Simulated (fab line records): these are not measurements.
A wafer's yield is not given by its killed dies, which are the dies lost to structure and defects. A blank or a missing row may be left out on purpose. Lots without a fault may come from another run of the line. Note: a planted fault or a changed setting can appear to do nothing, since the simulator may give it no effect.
fab line records	flow n5_finfet
[record] lots = 24	wafers = 72	last_day = 18
route steps=1938 shown FIN_SAQP@138 FIN_CUT@164 STI_FIN_REVEAL@199 DUMMY_GATE@247 SPACER0@260 SD_EPI_N@294
lots that met no fault: from a run of the same line without faults
start_h: hours from the record's first day to the start of the lot's first wafer shown	wait_h: how many hours have passed since the lot's step before this one	" the same as in the row above	L1.1+2: a single row standing in for several wafers	- no value present, or no start provided	* or withheld: withheld	< > ~ a bound
route shown NAME@n: names a module that has steps shown in the file, with the first one's number in the route	usual: the fault-free wafers' mean and standard deviation	same: alike in all rows	chamber/n: place in a boat	sites: each site's reading	_std_site: how widely they spread, as a standard deviation	_edge_site: mean of outer sites minus mean of inner sites	radius_mm: for every site, how far away it sits from the centre of the wafer	mask NAME#n: copy n	behind: tool/chamber where the wafer was last shaped	hold: the reason the lot was held/the length of the hold in hours/how it ended	device: whichever transistor did not switch (one of n, p or np)	end of line: tests of these same wafers at the route's end	a step without rows: its recipe alone	killed: dies that structure and defects cost at the first sort, which is not the same as the wafer's yield	map: a wafer's dies, marking killed ones x, the rest . and places with no die _
set.NAME: the setting as run; set.NAME@STEP: as run at that earlier step	model.NAME: the simulator's own value behind a step, which no gauge read
route steps across a sampled set of lots; one table per step, one row per wafer
services: when a tool's chamber went out of use (start_h, in hours from the record's first day, below 0 if earlier), for how many hours, and the reason
[[steps]]
[step N5_FIN_SAQP_SPACER2_ALD_28]
[recipe] material = SiO2	target_thk_a = 81	temp_c = 300	ald_precursor_family = BDEAS	ald_co_reactant = O2-plasma	pulse_time_s = 1	purge_time_s = 2	co_reactant_purge_time_s = 2	pressure_torr = 2
[usual] heater_power_w = 498/59	precursor_pulse_height_rel = 1.003/0.022
[same] co_reactant_purge_time_s = 2	purge_time_s = 2
lot.wafer	tool	chamber	start_h	wait_h	heater_power_w	precursor_pulse_height_rel
L074.1	ald_sin-01	1	24.40	0.1	563	1.003
L074.2	"	0	"	"	445	1.021
L074.3	"	3	"	"	510	1.006
L075.1	ald_sin-01	1	30.26	0.1	563	0.988
L075.5	"	1	"	"	572	0.998
L075.6	"	2	"	"	568	1.022
L076.1	ald_sin-03	1	36.78	0.1	407	0.967
L076.3	"	0	"	"	508	0.981
L076.4	"	2	"	"	499	0.994
L077.1	ald_sin-03	1	42.67	0.2	435	0.988
L077.5	"	1	"	"	419	0.984
L077.6	"	0	"	"	501	1.032
L078.3	ald_sin-01	2	49.64	0.9	579	0.952
L078.4	"	3	"	"	529	0.997
L078.6	"	3	"	"	509	1.010
L079.2	ald_sin-01	1	55.23	0.1	556	0.967
L079.3	"	0	"	"	447	1.002
L079.4	"	2	"	"	597	0.963
L080.1	ald_sin-01	3	62.50	0.4	514	1.002
L080.3	"	0	"	"	459	1.071
L080.5	"	2	"	"	581	1.019
L081.1	ald_sin-01	2	67.62	0.1	589	0.998
L081.4	"	1	"	"	567	1.006
L081.6	"	3	"	"	516	1.019
L082.1	ald_sin-02	1	72.44	0.1	407	0.976
L082.4	"	3	"	"	545	1.033
L082.5	"	3	"	"	555	1.005
L083.2	ald_sin-02	1	80.40	1.4	411	1.007
L083.5	"	3	"	"	542	0.977
L083.6	"	2	"	"	417	0.997
L084.1	ald_sin-03	3	85.50	0.2	473	0.989
L084.4	"	2	"	"	495	0.962
L084.5	"	3	"	"	458	1.003
L085.1	ald_sin-02	2	93.52	1.4	420	0.997
L085.4	"	3	"	"	561	0.994
L085.6	"	3	"	"	540	1.011
L086.1	ald_sin-03	0	99.10	0.1	513	0.982
L086.4	"	3	"	"	469	0.981
L086.5	"	1	"	"	425	0.996
L087.3	ald_sin-03	2	102.98	0.1	505	0.987
L087.4	"	3	"	"	469	1.022
L087.6	"	2	"	"	515	1.065
L088.1	ald_sin-01	0	110.37	0.7	420	1.010
L088.2	"	3	"	"	506	0.969
L088.6	"	0	"	"	421	1.012
L089.1	ald_sin-03	3	115.85	0.1	474	0.981
L089.2	"	1	"	"	429	1.014
L089.4	"	2	"	"	498	1.012
L090.1	ald_sin-01	1	121.39	0.1	556	1.017
L090.2	"	0	"	"	404	1.020
L090.3	"	3	"	"	524	0.993
L091.1	ald_sin-01	3	128.31	0.1	521	1.022
L091.4	"	1	"	"	566	1.026
L091.6	"	2	"	"	591	1.049
L092.1	ald_sin-01	0	132.58	0.1	409	0.979
L092.2	"	1	"	"	544	0.993
L092.3	"	3	"	"	500	0.996
L093.3	ald_sin-02	2	138.07	0.1	416	1.028
L093.4	"	0	"	"	476	0.981
L093.6	"	2	"	"	416	0.987
L094.1	ald_sin-02	0	144.66	0.2	464	1.012
L094.4	"	1	"	"	423	1.023
L094.6	"	0	"	"	474	1.020
L095.2	ald_sin-01	2	151.19	0.1	605	1.001
L095.3	"	1	"	"	540	1.038
L095.6	"	0	"	"	406	1.012
L096.1	ald_sin-03	1	157.24	0.1	434	1.025
L096.2	"	3	"	"	474	1.001
L096.5	"	3	"	"	475	0.973
L097.1	ald_sin-02	2	164.09	0.1	426	0.993
L097.4	"	0	"	"	461	1.010
L097.6	"	3	"	"	530	1.019
[step N5_FIN_CUT_OVL_MEAS_09]
[recipe] points_per_wafer = 522
[usual] FIN_CUT_OVL = -0.1/0.65
lot.wafer	tool	chamber	start_h	wait_h	FIN_CUT_OVL[nm]
L074.1	overlay-01	0	25.84	0.0	0.0
L074.2	"	0	"	"	-0.5
L074.3	"	0	"	"	-0.1
L075.1	overlay-02	0	31.88	0.0	-0.4
L075.5	"	0	"	"	-0.6
L075.6	"	0	"	"	0.4
L076.1	overlay-01	0	38.22	0.0	-1.7
L076.3	"	0	"	"	-0.6
L076.4	"	0	"	"	-0.5
L077.1	overlay-01	0	44.24	0.0	-0.7
L077.5	"	0	"	"	-0.8
L077.6	"	0	"	"	0.4
L078.3	overlay-02	0	51.24	0.0	-0.6
L078.4	"	0	"	"	0.0
L078.6	"	0	"	"	-1.3
L079.2	overlay-01	0	56.84	0.0	0.5
L079.3	"	0	"	"	0.9
L079.4	"	0	"	"	0.6
L080.1	overlay-01	0	64.07	0.0	0.4
L080.3	"	0	"	"	-0.4
L080.5	"	0	"	"	-0.2
L081.1	overlay-02	0	69.18	0.0	1.2
L081.4	"	0	"	"	0.2
L081.6	"	0	"	"	1.6
L082.1	overlay-02	0	73.88	0.0	0.0
L082.4	"	0	"	"	0.1
L082.5	"	0	"	"	0.8
L083.2	overlay-02	0	82.04	0.0	-0.3
L083.5	"	0	"	"	-0.2
L083.6	"	0	"	"	-0.5
L084.1	overlay-01	0	87.08	0.0	-0.3
L084.4	"	0	"	"	0.8
L084.5	"	0	"	"	-1.0
L085.1	overlay-01	0	94.96	0.0	0.1
L085.4	"	0	"	"	-0.2
L085.6	"	0	"	"	-0.4
L086.1	overlay-02	0	100.67	0.0	0.0
L086.4	"	0	"	"	-0.4
L086.5	"	0	"	"	-0.8
L087.3	overlay-01	0	104.65	0.0	0.2
L087.4	"	0	"	"	0.1
L087.6	"	0	"	"	0.0
L088.1	overlay-02	0	111.95	0.0	0.3
L088.2	"	0	"	"	-0.5
L088.6	"	0	"	"	0.1
L089.1	overlay-02	0	117.29	0.0	-1.2
L089.2	"	0	"	"	-0.2
L089.4	"	0	"	"	0.0
L090.1	overlay-01	0	123.35	0.0	-0.6
L090.2	"	0	"	"	0.7
L090.3	"	0	"	"	-0.4
L091.1	overlay-02	0	129.78	0.0	1.0
L091.4	"	0	"	"	-0.5
L091.6	"	0	"	"	-0.6
L092.1	overlay-01	0	134.02	0.0	-0.2
L092.2	"	0	"	"	-0.2
L092.3	"	0	"	"	0.3
L093.3	overlay-01	0	139.65	0.0	-0.4
L093.4	"	0	"	"	-0.3
L093.6	"	0	"	"	0.7
L094.1	overlay-01	0	146.11	0.0	-0.5
L094.4	"	0	"	"	-1.4
L094.6	"	0	"	"	-0.8
L095.2	overlay-02	0	152.67	0.0	1.3
L095.3	"	0	"	"	0.1
L095.6	"	0	"	"	0.0
L096.1	overlay-02	0	159.02	0.0	0.9
L096.2	"	0	"	"	1.1
L096.5	"	0	"	"	0.3
L097.1	overlay-01	0	165.63	0.0	-1.5
L097.4	"	0	"	"	-0.7
L097.6	"	0	"	"	-0.6
[step N5_STI_FIN_REVEAL_ETCH_34]
[recipe] chemistry = H2	mode = isotropic	material = Si	target = Si	target_depth_a = 9.7	temp_c = 20	pressure_mtorr = 4.5	icp_w = 300	bias_w = 0	h2_flow_sccm = 7.5	he_flow_sccm = 142.5
[usual] drypump_motor_current_A = 5.7/0.55	oes_product_au = 1.004/0.017	throttle_valve_pct = 25.72/0.26
lot.wafer	tool	chamber	start_h	wait_h	drypump_motor_current_A	oes_product_au	rf_hours_counter_h	throttle_valve_pct
L074.1	rie_si-06	1	34.93	0.2	5.2	0.983	125	25.60
L074.2	"	2	"	"	6.7	1.006	61	25.89
L074.3	"	0	"	"	5.7	1.009	79	26.20
L075.1	rie_si-06	3	41.19	0.2	5.4	0.983	0	25.86
L075.5	"	3	"	"	5.4	0.977	-	25.85
L075.6	"	0	"	"	5.7	1.014	-	26.22
L076.1	rie_si-06	1	48.54	0.2	5.2	0.984	125	25.61
L076.3	"	3	"	"	5.4	0.986	0	25.85
L076.4	"	2	"	"	6.7	0.993	61	25.90
L077.1	rie_si-06	2	53.59	0.2	6.7	1.002	61	25.87
L077.5	"	0	"	"	5.6	1.015	-	26.22
L077.6	"	3	"	"	5.4	0.988	-	25.84
L078.3	rie_si-06	1	61.23	0.1	5.2	0.989	125	25.59
L078.4	"	0	"	"	5.7	1.009	80	26.21
L078.6	"	0	"	"	5.7	1.009	-	26.20
L079.2	rie_si-01	1	66.16	0.1	5.7	1.033	2	25.61
L079.3	"	0	"	"	5.2	0.994	26	25.26
L079.4	"	3	"	"	5.0	1.016	10	25.66
L080.1	rie_si-01	3	73.10	0.2	5.0	1.009	10	25.65
L080.3	"	0	"	"	5.2	0.992	27	25.25
L080.5	"	2	"	"	6.6	1.009	-	25.82
L081.1	rie_si-06	3	78.40	0.2	5.4	0.980	1	25.85
L081.4	"	1	"	"	5.2	0.986	125	25.59
L081.6	"	1	"	"	5.2	0.992	-	25.59
L082.1	rie_si-03	0	83.30	0.2	5.8	0.998	72	25.59
L082.4	"	3	"	"	5.7	1.001	27	25.58
L082.5	"	0	"	"	5.8	0.984	-	25.58
L083.2	rie_si-01	1	91.81	0.1	5.8	1.018	3	25.61
L083.5	"	2	"	"	6.5	1.033	-	25.81
L083.6	"	1	"	"	5.8	1.034	-	25.62
L084.1	rie_si-01	1	96.52	0.2	5.8	1.025	3	25.61
L084.4	"	2	"	"	6.5	1.029	5	25.81
L084.5	"	0	"	"	5.2	0.987	-	25.25
L085.1	rie_si-01	3	105.94	0.2	5.0	1.012	10	25.63
L085.4	"	2	"	"	6.6	1.027	5	25.80
L085.6	"	2	"	"	6.5	1.022	-	25.82
L086.1	rie_si-01	3	110.17	0.2	5.0	1.002	10	25.65
L086.4	"	1	"	"	5.8	1.016	3	25.60
L086.5	"	3	"	"	5.0	1.000	-	25.66
L087.3	rie_si-03	2	115.24	0.1	6.0	0.998	164	25.40
L087.4	"	1	"	"	6.2	0.985	26	26.01
L087.6	"	1	"	"	6.2	0.993	-	25.96
L088.1	rie_si-01	2	121.94	0.2	6.5	1.031	5	25.80
L088.2	"	1	"	"	5.8	1.027	3	25.60
L088.6	"	0	"	"	5.2	0.987	-	25.26
L089.1	rie_si-06	3	126.64	0.2	5.4	0.999	2	25.84
L089.2	"	0	"	"	5.7	1.005	81	26.22
L089.4	"	2	"	"	6.7	0.996	63	25.90
L090.1	rie_si-01	3	132.42	0.2	5.0	1.000	11	25.65
L090.2	"	1	"	"	5.8	1.019	4	25.60
L090.3	"	0	"	"	5.2	0.986	28	25.26
L091.1	rie_si-06	3	139.50	0.2	5.4	0.979	2	25.84
L091.4	"	0	"	"	5.7	1.001	81	26.21
L091.6	"	0	"	"	5.7	1.003	-	26.20
L092.1	rie_si-06	1	143.08	0.2	5.2	0.982	127	25.61
L092.2	"	0	"	"	5.6	1.015	81	26.19
L092.3	"	2	"	"	6.7	0.997	63	25.88
L093.3	rie_si-06	2	149.59	0.1	6.7	1.011	63	25.89
L093.4	"	3	"	"	5.4	0.978	2	25.85
L093.6	"	3	"	"	5.4	0.992	-	25.84
L094.1	rie_si-03	2	155.58	0.2	6.0	0.991	165	25.38
L094.4	"	0	"	"	5.8	0.994	73	25.59
L094.6	"	1	"	"	6.2	0.984	-	26.00
L095.2	rie_si-01	2	162.89	0.1	6.5	1.032	6	25.79
L095.3	"	1	"	"	5.8	1.032	4	25.59
L095.6	"	3	"	"	5.0	1.011	-	25.64
L096.1	rie_si-01	2	168.18	0.2	6.5	1.044	6	25.81
L096.2	"	3	"	"	5.0	1.005	12	25.65
L096.5	"	1	"	"	5.7	1.033	-	25.59
L097.1	rie_si-01	0	174.67	0.2	5.2	0.991	28	25.27
L097.4	"	2	"	"	6.6	1.034	6	25.82
L097.6	"	2	"	"	6.5	1.036	-	25.80
[step N5_DUMMY_GATE_ETCH_23]
[recipe] chemistry = HBr/Cl2/O2	HBr_flow_sccm = 150	Cl2_flow_sccm = 80	O2_flow_sccm = 12	bias_w = 102	target_depth_a = 410	time_s = 22.3	target = poly-Si	mask_material = SiO2	pressure_mtorr = 10	icp_w = 800
[usual] drypump_motor_current_A = 5.8/0.43	oes_product_au = 0.994/0.014	throttle_valve_pct = 37.05/0.29
lot.wafer	tool	chamber	start_h	wait_h	drypump_motor_current_A	oes_product_au	rf_hours_counter_h	throttle_valve_pct
L074.1	rie_si-02	0	45.27	0.0	4.9	0.967	161	37.09
L074.2	"	1	"	"	6.2	0.969	152	36.85
L074.3	"	3	"	"	6.3	1.006	119	36.91
L075.1	rie_si-05	0	51.36	0.0	6.0	1.004	192	36.91
L075.5	"	1	"	"	5.8	1.000	-	36.73
L075.6	"	2	"	"	4.9	1.007	-	36.77
L076.1	rie_si-05	2	59.11	0.0	4.9	0.997	152	36.79
L076.3	"	3	"	"	6.1	0.994	107	36.79
L076.4	"	1	"	"	5.8	0.994	86	36.73
L077.1	rie_si-04	2	63.97	0.0	6.1	0.996	77	36.98
L077.5	"	1	"	"	6.1	1.008	-	36.94
L077.6	"	0	"	"	5.8	0.996	-	37.68
L078.3	rie_si-05	2	71.88	0.0	4.9	0.985	152	36.78
L078.4	"	0	"	"	6.0	0.983	193	36.90
L078.6	"	3	"	"	6.1	0.966	-	36.79
L079.2	rie_si-05	2	76.21	0.0	4.9	1.005	152	36.79
L079.3	"	1	"	"	5.8	0.988	87	36.75
L079.4	"	3	"	"	6.1	0.990	108	36.78
L080.1	rie_si-05	0	83.36	0.0	6.0	0.988	193	36.90
L080.3	"	2	"	"	4.9	0.998	152	36.77
L080.5	"	0	"	"	6.0	1.000	-	36.90
L081.1	rie_si-04	3	88.61	0.0	5.5	1.011	80	37.22
L081.4	"	2	"	"	6.1	1.015	77	36.97
L081.6	"	1	"	"	6.1	1.004	-	36.94
L082.1	rie_si-04	0	93.82	0.0	5.7	0.981	180	37.69
L082.4	"	3	"	"	5.5	1.011	80	37.21
L082.5	"	1	"	"	6.1	1.005	-	36.95
L083.2	rie_si-05	3	102.62	0.0	6.1	0.989	108	36.78
L083.5	"	3	"	"	6.1	0.987	-	36.78
L083.6	"	2	"	"	4.9	0.985	-	36.78
L084.1	rie_si-02	1	107.25	0.0	6.2	0.966	153	36.85
L084.4	"	2	"	"	6.0	0.995	4	37.47
L084.5	"	1	"	"	6.2	0.970	-	36.84
L085.1	rie_si-04	0	116.53	0.0	5.8	0.984	180	37.68
L085.4	"	1	"	"	6.0	0.997	5	36.92
L085.6	"	3	"	"	5.5	1.007	-	37.21
L086.1	rie_si-02	1	120.17	0.0	6.2	0.977	154	36.86
L086.4	"	2	"	"	6.0	0.994	4	37.49
L086.5	"	0	"	"	4.9	0.963	-	37.10
L087.3	rie_si-04	0	125.25	0.0	5.8	0.986	180	37.69
L087.4	"	3	"	"	5.5	0.998	81	37.23
L087.6	"	1	"	"	6.1	1.006	-	36.93
L088.1	rie_si-02	2	132.22	0.0	6.0	0.996	4	37.48
L088.2	"	0	"	"	5.0	0.973	163	37.11
L088.6	"	0	"	"	4.9	0.969	-	37.08
L089.1	rie_si-05	1	138.47	0.0	5.7	0.999	88	36.73
L089.2	"	3	"	"	6.1	0.996	109	36.79
L089.4	"	2	"	"	4.8	0.997	153	36.78
L090.1	rie_si-04	0	146.85	0.0	5.8	0.983	181	37.69
L090.2	"	1	"	"	6.1	0.996	5	36.93
L090.3	"	3	"	"	5.5	1.014	81	37.23
L091.1	rie_si-02	2	154.15	0.0	6.0	1.005	4	37.49
L091.4	"	0	"	"	4.9	0.962	163	37.11
L091.6	"	1	"	"	6.2	0.977	-	36.86
L092.1	rie_si-04	1	154.67	0.0	6.1	0.995	5	36.93
L092.2	"	3	"	"	5.5	1.007	81	37.22
L092.3	"	2	"	"	6.1	1.018	79	36.98
L093.3	rie_si-04	0	165.00	0.0	5.8	0.982	181	37.68
L093.4	"	2	"	"	6.1	1.020	79	36.97
L093.6	"	2	"	"	6.1	0.994	-	36.98
L094.1	rie_si-04	3	167.79	0.0	5.5	1.010	81	37.22
L094.4	"	1	"	"	6.1	1.001	5	36.94
L094.6	"	0	"	"	5.8	0.988	-	37.67
L095.2	rie_si-04	2	173.32	0.0	6.1	0.993	79	36.97
L095.3	"	1	"	"	6.1	1.007	6	36.93
L095.6	"	0	"	"	5.8	0.983	-	37.68
L096.1	rie_si-02	0	178.23	0.0	4.9	0.972	163	37.11
L096.2	"	1	"	"	6.2	0.981	155	36.86
L096.5	"	1	"	"	6.2	0.983	-	36.85
L097.1	rie_si-02	1	187.06	0.0	6.2	0.981	155	36.86
L097.4	"	3	"	"	6.3	1.002	121	36.91
L097.6	"	2	"	"	6.0	0.999	-	37.49
[step N5_SPACER0_ALD_08]
[recipe] material = SiNx	target_thk_a = 20	temp_c = 400	ald_precursor_family = SiH2I2	ald_co_reactant = N2/H2-plasma	pressure_torr = 2
[usual] heater_power_w = 848/87
lot.wafer	tool	chamber	start_h	wait_h	heater_power_w
L074.1	ald_sin-03	2	46.23	0.1	901
L074.2	"	1	"	"	764
L074.3	"	3	"	"	838
L075.1	ald_sin-03	0	52.39	0.1	920
L075.5	"	3	"	"	850
L075.6	"	0	"	"	893
L076.1	ald_sin-02	2	60.10	0.1	750
L076.3	"	1	"	"	748
L076.4	"	0	"	"	853
L077.1	ald_sin-03	2	64.87	0.1	884
L077.5	"	1	"	"	777
L077.6	"	2	"	"	876
L078.3	ald_sin-02	2	73.15	0.1	754
L078.4	"	1	"	"	715
L078.6	"	2	"	"	749
L079.2	ald_sin-02	1	77.10	0.1	716
L079.3	"	2	"	"	761
L079.4	"	0	"	"	855
L080.1	ald_sin-04	2	84.50	0.1	977
L080.3	"	0	"	"	831
L080.5	"	0	"	"	822
L081.1	ald_sin-02	3	90.19	0.1	968
L081.4	"	2	"	"	767
L081.6	"	0	"	"	838
L082.1	ald_sin-03	2	94.73	0.1	887
L082.4	"	0	"	"	893
L082.5	"	1	"	"	758
L083.2	ald_sin-02	3	103.52	0.1	976
L083.5	"	3	"	"	979
L083.6	"	0	"	"	851
L084.1	ald_sin-04	3	108.27	0.1	980
L084.4	"	0	"	"	836
L084.5	"	0	"	"	839
L085.1	ald_sin-03	0	117.43	0.1	898
L085.4	"	1	"	"	792
L085.6	"	0	"	"	905
L086.1	ald_sin-04	1	121.06	0.1	729
L086.4	"	3	"	"	958
L086.5	"	0	"	"	816
L087.3	ald_sin-02	3	126.24	0.1	961
L087.4	"	0	"	"	843
L087.6	"	3	"	"	989
L088.1	ald_sin-04	3	133.20	0.1	1003
L088.2	"	2	"	"	999
L088.6	"	1	"	"	705
L089.1	ald_sin-02	2	139.37	0.1	742
L089.2	"	1	"	"	740
L089.4	"	0	"	"	848
L090.1	ald_sin-03	1	147.76	0.1	762
L090.2	"	0	"	"	895
L090.3	"	3	"	"	857
L091.1	ald_sin-02	1	155.46	0.1	720
L091.4	"	3	"	"	968
L091.6	"	2	"	"	752
L092.1	ald_sin-03	1	156.05	0.1	765
L092.2	"	2	"	"	878
L092.3	"	0	"	"	908
L093.3	ald_sin-04	1	165.90	0.1	718
L093.4	"	3	"	"	984
L093.6	"	0	"	"	835
L094.1	ald_sin-03	1	168.72	0.1	754
L094.4	"	3	"	"	832
L094.6	"	0	"	"	888
L095.2	ald_sin-03	3	174.90	0.1	841
L095.3	"	0	"	"	894
L095.6	"	2	"	"	893
L096.1	ald_sin-03	2	180.15	0.1	907
L096.2	"	3	"	"	861
L096.5	"	3	"	"	852
L097.1	ald_sin-03	1	189.19	0.1	759
L097.4	"	0	"	"	916
L097.6	"	3	"	"	857
[step N5_SD_EPI_N_INSPECT_26]
[recipe] inspect_instrument = darkfield	mode = post_epi
[usual] raw_defect_count = 201/49
lot.wafer	tool	chamber	start_h	wait_h	raw_defect_count
L074.1	defect_inspect-01	-	51.75	0.1	165
L074.2	"	-	"	"	180
L074.3	"	-	"	"	170
L075.1	defect_inspect-02	-	57.37	0.1	270
L075.5	"	-	"	"	353
L075.6	"	-	"	"	219
L076.1	defect_inspect-02	-	64.76	0.1	199
L076.3	"	-	"	"	211
L076.4	"	-	"	"	150
L077.1	defect_inspect-01	-	69.35	0.1	130
L077.5	"	-	"	"	269
L077.6	"	-	"	"	98
L078.3	defect_inspect-01	-	78.08	0.1	145
L078.4	"	-	"	"	137
L078.6	"	-	"	"	137
L079.2	defect_inspect-01	-	81.71	0.1	209
L079.3	"	-	"	"	198
L079.4	"	-	"	"	172
L080.1	defect_inspect-01	-	89.72	0.1	194
L080.3	"	-	"	"	154
L080.5	"	-	"	"	214
L081.1	defect_inspect-01	-	96.01	0.1	175
L081.4	"	-	"	"	248
L081.6	"	-	"	"	139
L082.1	defect_inspect-02	-	99.19	0.1	255
L082.4	"	-	"	"	235
L082.5	"	-	"	"	186
L083.2	defect_inspect-01	-	108.14	0.1	117
L083.5	"	-	"	"	158
L083.6	"	-	"	"	176
L084.1	defect_inspect-02	-	113.91	0.1	229
L084.4	"	-	"	"	235
L084.5	"	-	"	"	223
L085.1	defect_inspect-02	-	123.28	0.1	192
L085.4	"	-	"	"	199
L085.6	"	-	"	"	140
L086.1	defect_inspect-02	-	125.69	0.1	152
L086.4	"	-	"	"	193
L086.5	"	-	"	"	149
L087.3	defect_inspect-02	-	131.60	0.1	156
L087.4	"	-	"	"	208
L087.6	"	-	"	"	181
L088.1	defect_inspect-01	-	138.55	0.1	128
L088.2	"	-	"	"	161
L088.6	"	-	"	"	140
L089.1	defect_inspect-02	-	144.91	0.1	213
L089.2	"	-	"	"	208
L089.4	"	-	"	"	243
L090.1	defect_inspect-02	-	154.17	0.1	179
L090.2	"	-	"	"	161
L090.3	"	-	"	"	165
L092.1	defect_inspect-01	-	161.38	0.1	208
L092.2	"	-	"	"	159
L092.3	"	-	"	"	166
L091.1	defect_inspect-01	-	161.95	0.1	212
L091.4	"	-	"	"	186
L091.6	"	-	"	"	182
L093.3	defect_inspect-02	-	170.38	0.2	268
L093.4	"	-	"	"	326
L093.6	"	-	"	"	350
L094.1	defect_inspect-02	-	173.31	0.1	172
L094.4	"	-	"	"	205
L094.6	"	-	"	"	272
L095.2	defect_inspect-02	-	179.62	0.1	297
L095.3	"	-	"	"	327
L095.6	"	-	"	"	278
L096.1	defect_inspect-02	-	185.26	0.1	289
L096.2	"	-	"	"	280
L096.5	"	-	"	"	203
L097.1	defect_inspect-01	-	193.68	0.1	132
L097.4	"	-	"	"	176
L097.6	"	-	"	"	151
[[services]]
tool	chamber	start_h	hours	kind
rie_si-05	0	4.67	3.3	repair
ald_sin-03	0	9.32	-	clean
ald_sin-03	1	9.32	-	clean
ald_sin-03	2	9.32	-	clean
ald_sin-03	3	9.32	-	clean
ald_sin-04	2	13.76	8.5	repair
ald_sin-03	-	21.89	0.8	repair
ald_sin-03	2	24.61	2.6	repair
ald_sin-04	-	31.89	0.9	repair
ald_sin-02	-	52.92	1.2	repair
rie_si-04	-	55.76	1.7	repair
ald_sin-04	1	73.53	2.1	repair
ald_sin-01	0	79.67	12.1	repair
ald_sin-01	-	85.25	14.0	pm
rie_si-05	0	93.95	2.6	repair
rie_si-02	3	99.00	7.2	repair
ald_sin-02	-	112.02	6.1	pm
ald_sin-04	-	164.71	0.3	repair
ald_sin-02	-	176.79	14.0	pm
ald_sin-02	0	176.79	14.0	vent_cycle
ald_sin-02	1	176.79	14.0	vent_cycle
ald_sin-02	2	176.79	14.0	vent_cycle
ald_sin-02	3	176.79	14.0	vent_cycle
rie_si-05	0	179.77	2.8	repair
[[key]]
fault none
